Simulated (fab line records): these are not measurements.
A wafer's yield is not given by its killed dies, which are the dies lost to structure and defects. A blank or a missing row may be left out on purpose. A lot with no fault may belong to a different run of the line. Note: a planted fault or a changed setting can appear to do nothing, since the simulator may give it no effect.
Problem report in the 8D (eight disciplines) form, filled by code ; flow n5Finfet ; the parts of the form that need people (team, actions taken, sign-off) are left out

== 1. THE PROBLEM ==
Mean of killed_at_M4_up at N5_PASSIVATION_PROBE_49: 60 across 6 wafers in 2 lots; on wafers with no fault it is 14 (standard deviation 5.6). That puts it +8.2 standard deviations away from the usual mean.
First seen on wafer L770.2, day 15 20:04, on prober-02. At this step, 12 wafers from 4 lots have a number in the record. Rule for "out" (also "out of limits"): further than 4 standard deviations from the usual mean. Any other wafer with a number is counted as sound.

== 2. WHAT IT IS AND WHAT IT IS NOT ==
question;is;is not
which readings at this step;killed_at_M4_up;killed_at_M0_to_M3, killedAtContacts, killedAtFrontEnd, killedOpen, killedShort, sort_bin_4_leakage
which lots;L770, L773;L765, L779
which wafers of those lots;all that have a number;-
read on which tools;prober-02;prober-01
when;from day 15 20:04;"up to then (3 sound wafers); but 3 sound wafers of L779 came after"

== 3. SUSPECTS, AND WHAT RULES EACH OUT ==
Counting: a tool stays on the suspect list if, at a process step up to the reading, it processed all lots that are out and no sound lot following the first of them.
- pvdSputter-02 at N5_BEOL_M12_PRE_CLEAN_42 (time 30 s): kept. It ran every lot that is out, first L770 (day 14 06:45), and no sound lot after that; its last sound lot up to then is L765 (day 13 00:22).
- pecvd-01 at N5_PASSIVATION_PECVD_01 (deposits SiNx from SiH4/NH3/N2, target thk 200 nm, time 43.2 s): kept. It ran every lot that is out, first L770 (day 15 10:14), and no sound lot after that.
- prober-02 at N5_PASSIVATION_PROBE_49: kept. It ran every lot that is out, first L770 (day 15 20:04), and no sound lot after that; its last sound lot up to then is L765 (day 14 13:04). On those wafers its own readings are out: killed_at_M4_up.
The count leaves pvdSputter-02 at N5_BEOL_M12_PRE_CLEAN_42, pecvd-01 at N5_PASSIVATION_PECVD_01, and prober-02 at N5_PASSIVATION_PROBE_49.

== 4. THE CAUSE (what the simulator had put in) ==
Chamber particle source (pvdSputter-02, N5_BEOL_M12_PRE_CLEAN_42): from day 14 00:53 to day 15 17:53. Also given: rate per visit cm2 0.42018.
Counting leaves 3 suspects; this tool is one of them.

== 5. THE CHAIN OF EFFECTS, in route order ==
Each row: a reading whose mean over the struck wafers that have a number lies more than 3 standard deviations from the usual. Readings are gone through only where the record gives a usual standard deviation; hours: the median, over the lots, of the time from a lot's start at the first step in this table giving one to that lot's start at this step; sigmas: the change measured in usual standard deviations.
hours;step;reading;usual;on struck wafers;change;sigmas
0;N5_PASSIVATION_PROBE_49;killed_at_M4_up;14;60;+46;+8.2
0;N5_PASSIVATION_PROBE_49;killedOnRim;13;26;+13;+3.2
It contains these process steps:
- N5_PASSIVATION_PROBE_49

== 6. HOW IT WOULD HAVE BEEN CAUGHT EARLIER ==
In this record the first reading out of limits was taken at day 15 20:04, 43 hours after the fault began at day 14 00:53.
Tool readings at N5_BEOL_M12_PRE_CLEAN_42 with a usual standard deviation given in the record: none out on any struck wafer, hence no alarm at a limit of 4 standard deviations on them.
The start of N5_BEOL_M12_PRE_CLEAN_42 on pvdSputter-02 came by day 15 20:04 for every one of the lots that are out (2). None of them would have been spared by holding the tool at that moment.
